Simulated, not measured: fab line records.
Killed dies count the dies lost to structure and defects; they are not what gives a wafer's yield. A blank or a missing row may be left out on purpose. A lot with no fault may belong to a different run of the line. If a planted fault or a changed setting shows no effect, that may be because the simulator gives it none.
Which tool was responsible? ; flow n5-finfet ; 23 lots, 69 wafers sampled, at 4 steps of a route of 1938

== WHAT THE GAUGES READ, wafer by wafer ==
N5_BEOL_M0_SAQP_OVL_MEAS_15. Usual: M0_CORE_OVL -0.2 nm, standard deviation 0.64.
lot;measured;on;M0_CORE_OVL (nm);flag
L074;day 5 11:50;overlay-02;-0.8 -0.3 -0.3;
L075;day 5 21:06;overlay-02;0.5 0.9 0.6;
L076;day 6 01:28;overlay-02;0.3 0.7 0.5;
L078;day 6 13:14;overlay-01;0.2 0.0 -0.2;
L079;day 6 17:13;overlay-01;0.3 -1.1 0.2;
L080;day 7 00:01;overlay-01;-0.2 -0.6 0.0;
L081;day 7 06:02;overlay-02;-0.5 -0.8 -1.2;
L082;day 7 08:56;overlay-02;0.0 -1.2 -0.8;
L083;day 7 13:14;overlay-01;0.3 -0.6 0.2;
L084;day 7 21:11;overlay-02;0.6 0.1 -0.3;
L085;day 8 06:16;overlay-02;-1.4 -0.1 -0.6;
L086;day 8 14:01;overlay-02;0.8 -0.3 0.2;
L087;day 8 18:47;overlay-02;-0.5 -1.6 -1.3;
L088;day 9 04:40;overlay-01;-0.5 -0.5 -0.6;
L089;day 9 07:40;overlay-01;0.4 -1.0 0.7;
L090;day 9 12:36;overlay-02;-0.4 -1.0 -0.4;
L091;day 9 20:49;overlay-02;0.6 -0.1 -1.0;
L092;day 10 01:34;overlay-01;-0.2 -0.5 0.1;
L093;day 10 03:39;overlay-02;-0.8 -1.0 0.6;
L094;day 10 09:56;overlay-01;0.7 0.1 0.3;
L095;day 10 19:20;overlay-01;-0.1 -0.2 -0.5;
L096;day 10 22:51;overlay-01;-0.4 -0.7 0.1;
L097;day 11 06:05;overlay-01;-0.4 0.3 -0.5;

== EACH LOT AND THE TOOL THAT RAN IT (in order: tool; ch and the chambers of the sampled wafers; start) ==
lot;N5_MOL_CONTACT_COAG_DESCUM_45;N5_MOL_CONTACT_COAG_ALD_133;N5_MOL_CONTACT_COAG_STRIP_72
L074;rie-diel-06 ch 0,1,2, day 5 03:41;ald-sin-04 ch 2,3, day 5 03:50;rie-diel-03 ch 0,2, day 5 04:20
L075;rie-diel-06 ch 0,1,2, day 5 14:34;ald-sin-04 ch 0,1,3, day 5 14:43;rie-diel-06 ch 0,1,2, day 5 15:15
L076;rie-diel-03 ch 0,3, day 5 16:21;ald-sin-02 ch 0,2,3, day 5 16:59;rie-diel-06 ch 0,1,2, day 5 17:26
L078;rie-diel-06 ch 1,2, day 6 06:30;ald-sin-03 ch 0,1,3, day 6 07:01;rie-diel-02 ch 0,1,3, day 6 07:29
L079;rie-diel-03 ch 1,2,3, day 6 10:53;ald-sin-03 ch 0,1, day 6 11:01;rie-diel-06 ch 0,2, day 6 11:29
L080;rie-diel-03 ch 0,3, day 6 16:20;ald-sin-04 ch 1,2, day 6 16:28;rie-diel-03 ch 1,3, day 6 16:56
L081;rie-diel-03 ch 2,3, day 6 21:59;ald-sin-03 ch 0,2, day 6 22:07;rie-diel-06 ch 0,2, day 6 22:35
L082;rie-diel-03 ch 0,1,2, day 7 01:04;ald-sin-04 ch 0,2,3, day 7 01:13;rie-diel-03 ch 0,2,3, day 7 01:45
L083;rie-diel-03 ch 0,2,3, day 7 06:56;ald-sin-04 ch 0,2,3, day 7 07:08;rie-diel-03 ch 0,2,3, day 7 07:35
L084;rie-diel-02 ch 1,2,3, day 7 14:59;ald-sin-02 ch 0,1,2, day 7 15:07;rie-diel-03 ch 2,3, day 7 15:35
L085;rie-diel-03 ch 0,1, day 7 21:11;ald-sin-02 ch 0,2, day 7 21:19;rie-diel-02 ch 0,3, day 7 21:47
L086;rie-diel-03 ch 1,2,3, day 8 04:13;ald-sin-02 ch 0,3, day 8 04:22;rie-diel-03 ch 0,1,2, day 8 04:49
L087;rie-diel-03 ch 1,2,3, day 8 11:25;ald-sin-04 ch 0,1,2, day 8 12:32;rie-diel-06 ch 0,1,2, day 8 13:00
L088;rie-diel-02 ch 0,3, day 8 22:09;ald-sin-02 ch 1,2,3, day 8 22:19;rie-diel-06 ch 1,2, day 8 22:46
L089;rie-diel-02 ch 0,2,3, day 9 00:36;ald-sin-02 ch 0,3, day 9 00:53;rie-diel-02 ch 0,2,3, day 9 01:28
L090;rie-diel-06 ch 1,2,3, day 9 05:04;ald-sin-02 ch 0,1,3, day 9 05:12;rie-diel-02 ch 0,2,3, day 9 05:40
L091;rie-diel-03 ch 0,2, day 9 12:41;ald-sin-02 ch 0,3, day 9 13:07;rie-diel-03 ch 0,2, day 9 13:35
L092;rie-diel-06 ch 0,1,2, day 9 18:13;ald-sin-03 ch 0,1,2, day 9 18:21;rie-diel-02 ch 0,2,3, day 9 18:50
L093;rie-diel-02 ch 0,3, day 9 19:20;ald-sin-04 ch 0,1,3, day 9 19:31;rie-diel-02 ch 0,2,3, day 9 19:59
L094;rie-diel-02 ch 0,2, day 10 02:38;ald-sin-02 ch 1,3, day 10 02:46;rie-diel-06 ch 1,2, day 10 03:14
L095;rie-diel-02 ch 0,1,3, day 10 11:10;ald-sin-03 ch 0,1, day 10 11:42;rie-diel-03 ch 0,1,3, day 10 12:13
L096;rie-diel-03 ch 0,1,3, day 10 14:59;ald-sin-02 ch 0,2,3, day 10 15:10;rie-diel-03 ch 0,2, day 10 15:37
L097;rie-diel-06 ch 0,1,3, day 10 23:31;ald-sin-02 ch 1,2,3, day 10 23:39;rie-diel-03 ch 0,2,3, day 11 00:07
- N5_MOL_CONTACT_COAG_DESCUM_45: chemistry O2, time 7 s.
- N5_MOL_CONTACT_COAG_ALD_133: deposits SiO2, target thk 5 nm, pulse time 1 s, co reactant pulse time 1 s.
- N5_MOL_CONTACT_COAG_STRIP_72: strips in N2/H2.

== WHAT THE TOOLS THEMSELVES READ (means of the sampled wafers that have a number; where no wafer has one, the mark that the record gives instead) ==
N5_MOL_CONTACT_COAG_DESCUM_45. Usual: drypump-motor-current-A 5.7 A, standard deviation 0.42; oes-product-au 0.86 a.u., standard deviation 0.075; rf-vpp-V 243.9 V, standard deviation 1.2; showerhead-plenum-p-Torr 2.14 Torr, standard deviation 0.071; throttle-valve-pct 20.35 %, standard deviation 0.24.
lot;tool;drypump-motor-current-A (A);oes-product-au (a.u.);rf-vpp-V (V);showerhead-plenum-p-Torr (Torr);throttle-valve-pct (%);flag
L074;rie-diel-06;5.8;0.89;243.3;2.14;20.15;
L075;rie-diel-06;5.8;0.88;242.7;2.14;20.16;
L076;rie-diel-03;5.8;0.87;243.5;2.13;20.39;
L078;rie-diel-06;5.8;0.84;243.2;2.08;20.29;
L079;rie-diel-03;5.6;0.91;244.9;2.21;20.40;
L080;rie-diel-03;5.9;0.85;244.0;2.11;20.50;
L081;rie-diel-03;5.6;0.87;244.3;2.17;20.39;
L082;rie-diel-03;5.7;0.89;244.9;2.19;20.52;
L083;rie-diel-03;5.7;0.87;243.9;2.15;20.49;
L084;rie-diel-02;5.4;0.72;243.1;2.11;20.34;
L085;rie-diel-03;5.8;0.90;245.1;2.21;20.46;
L086;rie-diel-03;5.6;0.89;243.9;2.21;20.43;
L087;rie-diel-03;5.6;0.88;244.7;2.20;20.44;
L088;rie-diel-02;5.4;0.85;243.0;2.10;20.28;
L089;rie-diel-02;5.7;0.80;243.1;2.08;20.44;
L090;rie-diel-06;5.7;0.83;243.7;2.12;20.19;
L091;rie-diel-03;5.9;0.84;243.9;2.13;20.63;
L092;rie-diel-06;5.8;0.82;244.5;2.13;20.21;
L093;rie-diel-02;5.9;0.88;243.2;2.06;20.44;
L094;rie-diel-02;6.2;0.83;242.2;2.04;20.61;
L095;rie-diel-02;5.7;0.89;242.7;2.09;20.23;
L096;rie-diel-03;5.8;0.84;244.4;2.16;20.47;
L097;rie-diel-06;6.0;0.80;243.9;2.14;20.26;

N5_MOL_CONTACT_COAG_ALD_133. Usual: heater-power-w 77 W, standard deviation 7.5; precursor-pulse-height-rel 1.002, standard deviation 0.021.
lot;tool;heater-power-w (W);precursor-pulse-height-rel;flag
L074;ald-sin-04;75;1.008;
L075;ald-sin-04;73;0.990;
L076;ald-sin-02;83;0.979;
L078;ald-sin-03;77;1.001;
L079;ald-sin-03;83;1.012;
L080;ald-sin-04;80;0.994;
L081;ald-sin-03;79;0.987;
L082;ald-sin-04;74;1.020;
L083;ald-sin-04;74;0.997;
L084;ald-sin-02;83;0.996;
L085;ald-sin-02;86;0.998;
L086;ald-sin-02;77;1.001;
L087;ald-sin-04;78;1.010;
L088;ald-sin-02;79;0.995;
L089;ald-sin-02;80;1.018;
L090;ald-sin-02;77;1.007;
L091;ald-sin-02;79;1.002;
L092;ald-sin-03;76;0.991;
L093;ald-sin-04;73;1.018;
L094;ald-sin-02;75;0.992;
L095;ald-sin-03;85;0.979;
L096;ald-sin-02;82;1.020;
L097;ald-sin-02;81;0.991;

N5_MOL_CONTACT_COAG_STRIP_72. Usual: drypump-motor-current-A 5.7 A, standard deviation 0.44; oes-product-au 0.84 a.u., standard deviation 0.078; rf-vpp-V 59.4 V, standard deviation 2.1; showerhead-plenum-p-Torr 2.58 Torr, standard deviation 0.087; throttle-valve-pct 23.7 %, standard deviation 0.37.
lot;tool;drypump-motor-current-A (A);oes-product-au (a.u.);rf-vpp-V (V);showerhead-plenum-p-Torr (Torr);throttle-valve-pct (%);flag
L074;rie-diel-03;5.9;0.89;57.6;2.62;24.1;
L075;rie-diel-06;5.8;0.88;59.3;2.58;23.4;
L076;rie-diel-06;5.8;0.88;58.0;2.59;23.4;
L078;rie-diel-02;5.7;0.84;57.6;2.56;23.6;
L079;rie-diel-06;5.4;0.90;57.5;2.64;23.4;
L080;rie-diel-03;5.7;0.90;60.7;2.63;23.5;
L081;rie-diel-06;5.8;0.89;60.3;2.67;23.3;
L082;rie-diel-03;5.8;0.86;59.0;2.62;24.0;
L083;rie-diel-03;5.8;0.87;59.9;2.62;24.0;
L084;rie-diel-03;5.6;0.87;61.1;2.63;23.9;
L085;rie-diel-02;5.4;0.87;59.4;2.55;23.6;
L086;rie-diel-03;5.8;0.87;57.8;2.65;23.8;
L087;rie-diel-06;5.8;0.82;59.1;2.57;23.4;
L088;rie-diel-06;5.8;0.80;59.0;2.48;23.4;
L089;rie-diel-02;5.6;0.79;58.6;2.51;23.8;
L090;rie-diel-02;5.7;0.79;59.9;2.51;23.8;
L091;rie-diel-03;5.7;0.85;59.3;2.66;24.2;
L092;rie-diel-02;5.6;0.79;57.1;2.51;23.8;
L093;rie-diel-02;5.7;0.79;58.6;2.51;23.8;
L094;rie-diel-06;5.8;0.79;60.1;2.48;23.4;
L095;rie-diel-03;5.8;0.86;60.0;2.60;23.7;
L096;rie-diel-03;6.0;0.84;59.1;2.60;24.2;
L097;rie-diel-03;5.8;0.82;60.4;2.61;24.1;

== THE ANSWER, worked out from the rows above alone ==
Rule: lot off if the mean of its wafers having a number is beyond 3 standard deviations from the usual mean. Also off: a lot with no number at a reading for which 4 or more lots have one. Where the step has rows for the other lots, those lots are counted as sound. First the gauges in route order, then the tools' own readings, where a lot's mean is used as printed above. The first step at which some lot is off is used, and at that step the reading that is off furthest; a lot without a number counts as furthest.
None of the lots is off at any reading shown; this tells nothing.

== WHAT HAD BEEN PUT IN BY THE SIMULATOR ==
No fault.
